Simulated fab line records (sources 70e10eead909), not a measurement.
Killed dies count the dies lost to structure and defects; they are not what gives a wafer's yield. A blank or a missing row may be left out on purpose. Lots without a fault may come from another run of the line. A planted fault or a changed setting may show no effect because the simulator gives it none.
Chamber matching    flow nand-harc    pecvd-01 running NHARC_A_M0_PRE_CLEAN_31: 3 sister chambers
The step time 12 s. 16 wafers are shown with their chamber, then 8 later ones without.

## WAFERS PAIRED WITH THEIR CHAMBERS
wafer   chamber  heater-power-outer-w (W)  heater-power-w (W)  rf-fwd-power-W (W)
L074.2  0        380                       615                 291.0
L074.3  2        362                       619                 292.8
L074.4  0        384                       608                 291.6
L076.1  0        319                       517                 292.6
L076.3  1        307                       546                 293.3
L076.6  0        317                       539                 293.1
L079.1  1        312                       578                 292.1
L079.4  2        395                       620                 294.1
L079.5  1        319                       579                 292.0
L082.1  0        371                       604                 292.9
L082.2  1        299                       546                 292.9
L082.6  1        294                       542                 292.1
L085.2  2        311                       550                 292.2
L085.3  1        321                       581                 290.7
L085.4  2        305                       556                 292.2
L086.3  2        383                       640                 292.0

SIGNATURES (averages over the wafers above)
reading               chamber 0  chamber 1  chamber 2  scatter within a chamber
heater-power-outer-w  354.20     308.67     351.20     30.2
heater-power-w        576.60     562.00     597.00     35.9
rf-fwd-power-W        292.240    292.183    292.660    0.886
Rule: for a wafer and a chamber, the distance is found by dividing, reading by reading, the gap between the wafer's reading and the chamber's mean by the reading's scatter, squaring, summing and taking the root. If the next closest chamber is less than 2 further off than the closest, the wafer can't be placed; otherwise it belongs to the closest. The scatter: the root of (the sum of the squares of (reading less its chamber's mean) over the shown wafers, divided by (wafers less chambers)).

## WAFERS WITHOUT THEIR CHAMBER
wafer   heater-power-outer-w (W)  heater-power-w (W)  rf-fwd-power-W (W)
L086.4  295                       519                 293.3
L086.6  285                       523                 290.4
L094.1  284                       521                 292.5
L094.3  286                       524                 291.3
L094.5  373                       631                 291.9
L096.1  314                       550                 294.9
L096.3  324                       568                 293.8
L096.5  311                       579                 292.5

## THE CHAMBER EACH PASSED THROUGH
wafer   from the rows above           in truth
L086.4  can't be placed: 1 or 0 or 2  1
L086.6  can't be placed: 1 or 0 or 2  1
L094.1  can't be placed: 1 or 0 or 2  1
L094.3  can't be placed: 1 or 0 or 2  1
L094.5  can't be placed: 2 or 0 or 1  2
L096.1  can't be placed: 1 or 2 or 0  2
L096.3  can't be placed: 2 or 1 or 0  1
L096.5  can't be placed: 1 or 2 or 0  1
0 of 8 placed correctly. From these rows, 8 cannot be placed; in 8 the true chamber is one of the candidates. Number placed wrongly: 0.
